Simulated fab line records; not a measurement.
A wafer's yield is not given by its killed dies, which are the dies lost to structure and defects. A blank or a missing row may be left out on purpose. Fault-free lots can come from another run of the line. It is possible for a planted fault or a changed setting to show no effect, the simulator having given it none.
fab line records	flow nandHarc
record lots=12	wafers=35	lastDay=24
route steps=1159 shown P_BONDPAD@367 A_ZERO_WELL@403 A_ONON_D1@424 END@1159
lots that met no fault: from a run of the same line without faults
startH: start of the lot's first displayed wafer, in hours after the record's first day	waitH: hours since the lot's step before	" the same as in the row above	L1.1+2: one row covering several wafers at once	- no value, or no start was given	* or withheld: withheld	< > ~ a bound
route shown NAME@n: a module of which the file shows steps, and the number in the route of the first	usual: mean and standard deviation over wafers with no fault	same: alike in all rows	chamber/n: place in a boat	sites: the reading at each site	_std_site: standard deviation of those values	_edge_site: outer sites' mean less inner sites'	radiusMm: for every site, how far away it sits from the centre of the wafer	mask NAME#n: copy n	behind: tool/chamber where the wafer was last shaped	hold: cause of the lot's hold/its duration in hours/its outcome	device: which transistor (n, p or np) failed to switch	end of line: the tests these same wafers got at the end of their route	where a step has no rows: the recipe by itself	killed: count of dies lost to structure and defects at first sort (not the wafer's yield)	map: a wafer's dies, x killed, . not, _ none there
set.NAME: the setting that was run; set.NAME@STEP: the one run at that earlier step	model.NAME: the simulator's own value behind a step, which no gauge read
steps of the route over a sample of lots; a table a step, a row a wafer
services: from which hour (startH, from the record's first day; less than 0 if before it) a tool's chamber was out of use, for how many hours, and why
## steps
# step NHARC_P_BONDPAD_DESCUM_11
# recipe timeS=3	o2FlowSccm=200	arFlowSccm=0	biasPowerW=0	chemistry=O2
# usual drypumpMotorCurrentA=6.0/0.58	oesProductAu=0.997/0.0064	rfVppV=58.1/0.93	showerheadPlenumPTorr=1.99/0.059	throttleValvePct=11.311/0.0087
lot.wafer	tool	chamber	startH	waitH	drypumpMotorCurrentA	oesProductAu	rfHoursCounterH	rfVppV	showerheadPlenumPTorr	throttleValvePct
L702.2	rieDiel-05	1	140.05	-	5.9	1.008	55	58.1	1.93	11.307
L702.5	"	2	"	"	6.1	0.996	-	57.7	2.03	11.315
L702.6	"	3	"	"	6.6	0.996	-	57.8	1.92	11.309
L701.3	rieDiel-12	2	140.50	-	5.8	1.008	31	57.8	1.95	11.318
L701.2	"	3	"	"	5.5	1.006	38	59.1	2.01	11.298
L701.5	"	0	"	"	5.8	1.011	-	57.5	1.78	11.309
L705.2	rieDiel-12	1	159.67	-	5.9	1.006	40	56.3	2.06	11.315
L705.1	"	2	"	"	5.8	1.000	39	59.1	1.95	11.314
L705.3	"	0	"	"	5.8	0.997	45	56.7	1.78	11.321
L707.1	rieDiel-01	3	167.66	-	6.6	0.987	2	57.6	1.96	11.296
L707.2	"	0	"	"	6.5	0.984	1	57.4	1.97	11.305
L707.6	"	1	"	"	5.9	1.004	-	59.3	2.01	11.313
L708.3	rieDiel-01	3	170.39	-	6.7	0.999	3	57.9	1.96	11.321
L708.2	"	1	"	"	5.9	1.003	3	57.9	2.01	11.321
L708.5	"	3	"	"	6.7	1.001	-	57.2	1.96	11.322
L711.1	rieDiel-12	0	189.64	-	5.7	0.998	55	59.1	1.78	11.322
L711.2	"	2	"	"	5.8	1.003	50	55.5	1.95	11.322
L717.1	rieDiel-12	1	226.16	-	5.9	1.007	5	58.4	2.06	11.333
L717.6	"	3	"	"	5.5	0.988	-	59.0	2.00	11.318
L717.5	"	0	"	"	5.8	0.988	-	58.4	2.07	11.315
L716.1	rieDiel-01	0	226.99	-	6.5	1.001	8	59.4	1.97	11.311
L716.2	"	1	"	"	5.9	0.998	8	57.5	2.01	11.298
L716.3	"	2	"	"	4.9	0.990	7	58.7	2.03	11.294
L721.3	rieDiel-01	2	241.39	-	4.9	1.000	7	58.6	2.03	11.317
L721.2	"	3	"	"	6.7	0.994	9	59.4	1.95	11.312
L721.6	"	0	"	"	6.5	0.999	-	58.2	1.97	11.327
L720.3	rieDiel-01	0	243.78	-	6.5	0.999	9	57.2	1.97	11.309
L720.6	"	2	"	"	4.9	1.008	-	58.0	2.03	11.312
L720.5	"	3	"	"	6.7	0.991	-	57.0	1.95	11.313
L724.1	rieDiel-01	0	260.44	-	6.5	0.998	10	58.7	1.97	11.313
L724.2	"	1	"	"	5.9	1.003	10	58.3	2.01	11.306
L724.4	"	2	"	"	4.9	1.002	8	57.2	2.03	11.315
L723.2	rieDiel-01	0	265.32	-	6.5	0.990	10	59.1	1.97	11.312
L723.3	"	2	"	"	4.9	0.996	9	59.9	2.03	11.313
L723.6	"	0	"	"	6.5	1.001	-	58.7	1.97	11.314
# step NHARC_P_BONDPAD_PRE_CLEAN_26
# recipe timeS=30	tempC=280	gas=H2/He
# usual heaterPowerW=429/42
lot.wafer	tool	chamber	startH	waitH	heaterPowerW
L702.2	pvdSputter-02	-	-	-	416
L702.6	"	-	"	"	523
L702.5	"	-	"	"	373
L701.3	pvdSputter-01	-	-	-	430
L701.2	"	-	"	"	429
L701.5	"	-	"	"	484
L705.3	pvdSputter-01	-	-	-	436
L705.2	"	-	"	"	435
L705.1	"	-	"	"	438
L707.2	pvdSputter-01	-	-	-	477
L707.1	"	-	"	"	433
L707.6	"	-	"	"	477
L708.2	pvdSputter-03	-	-	-	448
L708.3	"	-	"	"	380
L708.5	"	-	"	"	432
L711.2	pvdSputter-02	-	-	-	524
L711.1	"	-	"	"	371
L717.1	pvdSputter-02	-	-	-	370
L717.5	"	-	"	"	396
L717.6	"	-	"	"	510
L716.2	pvdSputter-02	-	-	-	407
L716.3	"	-	"	"	529
L716.1	"	-	"	"	431
L721.2	pvdSputter-01	-	-	-	441
L721.3	"	-	"	"	500
L721.6	"	-	"	"	425
L720.3	pvdSputter-03	-	-	-	404
L720.6	"	-	"	"	380
L720.5	"	-	"	"	382
L724.1	pvdSputter-01	-	-	-	420
L724.4	"	-	"	"	444
L724.2	"	-	"	"	488
L723.2	pvdSputter-03	-	-	-	381
L723.3	"	-	"	"	438
L723.6	"	-	"	"	404
# step NHARC_A_ZERO_WELL_DESCUM_12
# recipe timeS=3	o2FlowSccm=200	arFlowSccm=0	biasPowerW=0	chemistry=O2
# usual drypumpMotorCurrentA=5.9/0.48	oesProductAu=0.999/0.0079	rfVppV=57.9/0.87	showerheadPlenumPTorr=1.93/0.071	throttleValvePct=11.311/0.0081
lot.wafer	tool	chamber	startH	waitH	drypumpMotorCurrentA	oesProductAu	rfHoursCounterH	rfVppV	showerheadPlenumPTorr	throttleValvePct
L702.2	rieDiel-06	2	144.48	-	6.4	0.998	6	57.7	2.00	11.302
L702.5	"	2	"	"	6.4	0.995	-	58.3	2.00	11.317
L702.6	"	3	"	"	5.3	1.011	-	57.8	1.91	11.318
L701.2	rieDiel-07	0	144.95	-	4.8	1.021	6	59.0	1.85	11.323
L701.3	"	1	"	"	5.6	1.004	5	58.4	2.06	11.307
L701.5	"	3	"	"	5.8	1.006	-	58.8	1.94	11.313
L705.3	rieDiel-11	2	163.61	-	6.0	0.998	17	57.9	2.02	11.308
L705.1	"	3	"	"	5.3	1.001	18	57.0	1.87	11.310
L705.2	"	0	"	"	6.4	1.001	16	57.8	1.84	11.305
L707.2	rieDiel-06	2	171.84	-	6.4	0.999	8	58.9	2.00	11.302
L707.1	"	0	"	"	5.9	1.001	7	56.7	1.82	11.307
L707.6	"	2	"	"	6.4	1.002	-	58.2	2.00	11.308
L708.3	rieDiel-07	2	174.90	-	6.0	1.001	7	57.5	1.96	11.313
L708.2	"	3	"	"	5.8	1.002	8	57.0	1.94	11.318
L708.5	"	3	"	"	5.8	0.995	-	58.5	1.94	11.309
L711.2	rieDiel-07	1	193.59	-	5.6	1.001	8	59.1	2.06	11.323
L711.1	"	2	"	"	6.1	1.007	8	58.7	1.96	11.307
L717.1	rieDiel-11	3	230.37	-	5.3	0.994	3	57.8	1.87	11.313
L717.6	"	2	"	"	6.0	0.987	-	58.2	2.02	11.305
L717.5	"	3	"	"	5.3	0.989	-	58.0	1.87	11.316
L716.1	rieDiel-06	0	231.15	-	5.9	0.993	11	56.4	1.82	11.324
L716.2	"	1	"	"	5.4	1.000	12	57.1	1.90	11.306
L716.3	"	2	"	"	6.4	1.006	12	58.3	2.00	11.322
L721.2	rieDiel-11	1	245.59	-	6.5	0.999	6	57.3	1.94	11.311
L721.3	"	2	"	"	6.0	0.992	6	59.3	2.02	11.289
L721.6	"	1	"	"	6.6	1.007	-	58.6	1.94	11.315
L720.3	rieDiel-11	0	247.90	-	6.4	0.982	5	57.3	1.84	11.318
L720.5	"	1	"	"	6.6	1.000	-	55.7	1.94	11.309
L720.6	"	2	"	"	6.0	0.989	-	59.5	2.02	11.323
L724.2	rieDiel-11	3	264.66	-	5.3	0.997	8	58.5	1.87	11.319
L724.1	"	0	"	"	6.3	0.992	8	57.2	1.84	11.321
L724.4	"	2	"	"	6.0	0.994	9	57.5	2.02	11.305
L723.2	rieDiel-11	3	269.28	-	5.3	1.002	8	57.1	1.87	11.299
L723.3	"	0	"	"	6.4	0.990	8	56.7	1.84	11.311
L723.6	"	2	"	"	6.0	1.008	-	59.6	2.02	11.308
# step NHARC_A_ONON_D1_DEP_00
# recipe targetThkA=10000	n2FlowSccm=2750	n2oFlowSccm=2000	nh3FlowSccm=500	sih4FlowSccm=210	tempC=400
# usual nh3FlowSccm=499.7/1.7
lot.wafer	tool	chamber	startH	waitH	nh3FlowSccm
L701.2	pecvdOnon-01	0	172.12	0.1	500.0
L701.3	"	0	"	"	501.0
L701.5	"	0	"	"	499.9
L702.2	pecvdOnon-02	0	172.12	0.1	500.3
L702.5	"	0	"	"	499.6
L702.6	"	0	"	"	499.5
L705.1	pecvdOnon-01	0	185.99	0.1	498.7
L705.2	"	0	"	"	500.2
L705.3	"	0	"	"	498.8
L707.1	pecvdOnon-01	0	193.61	0.1	497.7
L707.2	"	0	"	"	497.3
L707.6	"	0	"	"	499.1
L708.2	pecvdOnon-03	0	197.06	0.1	498.4
L708.3	"	0	"	"	498.8
L708.5	"	0	"	"	496.2
L711.1	pecvdOnon-01	0	215.33	0.1	501.2
L711.2	"	0	"	"	501.0
L716.1	pecvdOnon-02	0	250.78	0.1	502.6
L716.2	"	0	"	"	500.2
L716.3	"	0	"	"	502.6
L717.1	pecvdOnon-03	0	250.79	0.1	503.1
L717.5	"	0	"	"	502.4
L717.6	"	0	"	"	503.6
L721.2	pecvdOnon-02	0	267.59	0.1	497.8
L721.3	"	0	"	"	496.6
L721.6	"	0	"	"	496.7
L720.3	pecvdOnon-03	0	267.65	0.2	501.1
L720.5	"	0	"	"	499.1
L720.6	"	0	"	"	498.1
L724.1	pecvdOnon-01	0	285.86	0.1	500.7
L724.2	"	0	"	"	499.1
L724.4	"	0	"	"	498.4
L723.2	pecvdOnon-03	0	291.63	0.1	498.9
L723.3	"	0	"	"	498.4
L723.6	"	0	"	"	499.8
# step NHARC_A_ONON_D1_THK_MEAS_02
# recipe thkMeasGauge=ellipsometry
# usual thkNm=1000/11
lot.wafer	tool	chamber	startH	waitH	thkNm
L701.2	filmMetro-01	-	172.57	-	997
L701.3	"	-	"	"	999
L701.5	"	-	"	"	997
L702.2	filmMetro-02	-	172.57	-	1015
L702.5	"	-	"	"	1014
L702.6	"	-	"	"	1016
L705.1	filmMetro-01	-	186.51	-	1469
L705.2	"	-	"	"	1000
L705.3	"	-	"	"	1471
L707.1	filmMetro-01	-	194.13	-	1475
L707.2	"	-	"	"	1006
L707.6	"	-	"	"	1005
L708.2	filmMetro-01	-	197.52	-	1017
L708.3	"	-	"	"	1019
L708.5	"	-	"	"	1018
L711.1	filmMetro-01	-	215.84	-	1469
L711.2	"	-	"	"	999
L717.1	filmMetro-02	-	251.30	-	985
L717.5	"	-	"	"	986
L717.6	"	-	"	"	987
L716.1	filmMetro-01	-	251.30	-	1002
L716.2	"	-	"	"	1002
L716.3	"	-	"	"	1002
L721.2	filmMetro-02	-	268.04	-	984
L721.3	"	-	"	"	985
L721.6	"	-	"	"	983
L720.3	filmMetro-01	-	268.04	-	990
L720.5	"	-	"	"	990
L720.6	"	-	"	"	989
L724.1	filmMetro-02	-	286.36	-	985
L724.2	"	-	"	"	988
L724.4	"	-	"	"	984
L723.2	filmMetro-02	-	292.09	-	992
L723.3	"	-	"	"	993
L723.6	"	-	"	"	993
# step NHARC_END_SORT_01
# recipe tempC=25
# usual killedAtArray=29/12	killedAtOther=0.7/1	killedAtPeriphery=4/3.2	killedDies=34/12	killedOpen=3.4/2	killedShort=1.8/1.3
# same grossDies=677
lot.wafer	tool	chamber	startH	waitH	killedAtArray	killedAtOther	killedAtPeriphery	killedDies	killedOpen	killedShort
L705.1	prober-01	0	473.60	2.5	670	2	5	677	5	1
L705.2	prober-01	0	474.40	2.8	33	3	7	43	5	1
L705.3	prober-01	0	475.20	3.1	673	1	3	677	4	1
L707.1	prober-02	0	480.35	2.5	674	0	3	677	2	2
L707.2	prober-02	0	481.13	2.8	35	0	5	40	5	2
L707.6	prober-02	0	484.26	3.9	26	0	6	32	4	2
L711.1	prober-01	0	497.28	2.5	674	0	3	677	1	2
L711.2	prober-01	0	498.07	2.8	34	0	3	37	3	1
# killed by level:class
L705.1 A_ONON_D1:areaDep=644 A_CHANNEL_HOLE_D1:chamberFilmFlake=10 A_SLIT:chamberFilmFlake=9 P_STI:chamberFilmFlake=3 A_STAIRCASE:chamberFilmFlake=2 THIN_TSV:chamberFilmFlake=2 P_CONTACT:geometricParticle:open=1 P_M0:geometricParticle:open=1
L705.2 A_SLIT:chamberFilmFlake=16 A_CHANNEL_HOLE_D1:chamberFilmFlake=7 P_STI:chamberFilmFlake=3 THIN_TSV:chamberFilmFlake=3 A_BLC:geometricParticle:open=2 P_ZERO_WELL:chamberFilmFlake=2 A_STAIRCASE:chamberFilmFlake=2 A_CONTACT:chamberFilmFlake=2
L705.3 A_ONON_D1:areaDep=645 A_SLIT:chamberFilmFlake=13 A_CHANNEL_HOLE_D1:chamberFilmFlake=9 A_M0:geometricParticle:open=2 P_STI:geometricParticle:short=1 P_CONTACT:geometricParticle:open=1 A_BLC:geometricParticle:open=1 P_STI:chamberFilmFlake=1
L707.1 A_ONON_D1:areaDep=642 A_SLIT:chamberFilmFlake=19 A_CHANNEL_HOLE_D1:chamberFilmFlake=3 A_CONTACT:chamberFilmFlake=3 A_CONTACT:geometricParticle:open=2 P_STI:chamberFilmFlake=2 A_STAIRCASE:chamberFilmFlake=2 A_BONDPAD:chamberFilmFlake=2
L707.2 A_SLIT:chamberFilmFlake=18 A_CHANNEL_HOLE_D1:chamberFilmFlake=5 P_STI:chamberFilmFlake=3 A_CONTACT:geometricParticle:open=2 A_BONDPAD:chamberFilmFlake=2 A_ONON_D1:geometricParticle:short=1 A_CHANNEL_HOLE_D1:geometricParticle:open=1 A_CHANNEL_FILL_D1:geometricParticle:short=1
L707.6 A_SLIT:chamberFilmFlake=15 A_CHANNEL_HOLE_D1:chamberFilmFlake=3 P_STI:chamberFilmFlake=2 P_GATE:chamberFilmFlake=2 A_BONDPAD:chamberFilmFlake=2 P_GATE:geometricParticle:open=1 P_M1:geometricParticle:open=1 A_CHANNEL_HOLE_D1:geometricParticle:short=1
L711.1 A_ONON_D1:areaDep=638 A_CHANNEL_HOLE_D1:chamberFilmFlake=16 A_SLIT:chamberFilmFlake=14 A_STAIRCASE:chamberFilmFlake=3 A_CONTACT:chamberFilmFlake=2 P_CONTACT:geometricParticle:open=1 P_CONTACT:geometricParticle:short=1 A_CHANNEL_FILL_D1:geometricParticle:short=1
L711.2 A_SLIT:chamberFilmFlake=16 A_CHANNEL_HOLE_D1:chamberFilmFlake=8 A_CONTACT:chamberFilmFlake=4 P_GATE:chamberFilmFlake=2 A_STAIRCASE:chamberFilmFlake=2 P_M2:geometricParticle:open=1 A_CHANNEL_HOLE_D1:geometricParticle:open=1 A_CONTACT:geometricParticle:short=1
## services
tool	chamber	startH	hours	kind
rieDiel-12	2	117.57	4.0	repair
pvdSputter-02	-	128.88	6.6	repair
rieDiel-06	0	129.60	17.9	repair
rieDiel-06	-	136.25	0.2	repair
pecvdOnon-01	-	137.65	2.7	repair
rieDiel-01	-	137.88	9.0	pm
rieDiel-06	3	147.19	15.5	repair
rieDiel-01	0	151.25	11.0	repair
pecvdOnon-03	-	153.17	13.0	pm
rieDiel-06	1	171.03	5.6	repair
pvdSputter-01	-	171.17	10.0	pm
rieDiel-01	1	174.47	11.1	repair
rieDiel-01	3	179.79	2.4	repair
rieDiel-11	2	180.50	3.4	repair
pvdSputter-03	-	185.58	1.2	repair
rieDiel-11	-	189.56	9.0	pm
pecvdOnon-01	-	195.10	13.0	pm
rieDiel-11	0	200.84	2.2	repair
rieDiel-11	3	201.63	3.2	repair
rieDiel-12	-	202.46	9.0	pm
rieDiel-01	2	203.56	16.8	repair
pvdSputter-03	-	204.83	6.3	repair
rieDiel-01	-	253.24	0.6	repair
pvdSputter-02	-	282.98	8.9	repair
## key
firstSign step=NHARC_A_ONON_D1_THK_MEAS_02	reading=thkNm	direction=up	sigmas=43	usual=1000	struck=1471
effect step=NHARC_END_SORT_01	reading=killedDies	direction=up	sigmas=55	usual=34	struck=677
moreKillsBornAt NHARC_A_ONON_D1_DEP_00@pecvdOnon-01=2569
metAt NHARC_A_ONON_D1_DEP_00
struckLots L705,L707,L711
struckWafers L705.1,L705.3,L707.1,L711.1
laterRowsLeftOut L705.1,L705.3,L707.1,L711.1
testerLeftOut L705,L707,L711
notActingAt NHARC_P_BONDPAD_DESCUM_11,NHARC_P_BONDPAD_PRE_CLEAN_26,NHARC_A_ZERO_WELL_DESCUM_12
onsetBetween 172.12 185.99
fault kind=processParameterDrift	tool=pecvdOnon-01	chamber=-	onsetH=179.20	steps=NHARC_A_ONON_D1_DEP_00	channel=targetThkA	offset=*	shape=step	endH=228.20	scope=struckWafersOnly	actsIn=*	stated=*
# testerLeftOut: of these lots the tester's yield and bins aren't shown, on N5 and GAA mostly nor the transistor test; their killed dies are dies lost to structure and defects alone, not to doping, threshold or leakage, so they don't give the yield
# laterRowsLeftOut: the simulator's readings of these wafers behind a module that went badly wrong aren't trusted and aren't shown, but for the sort
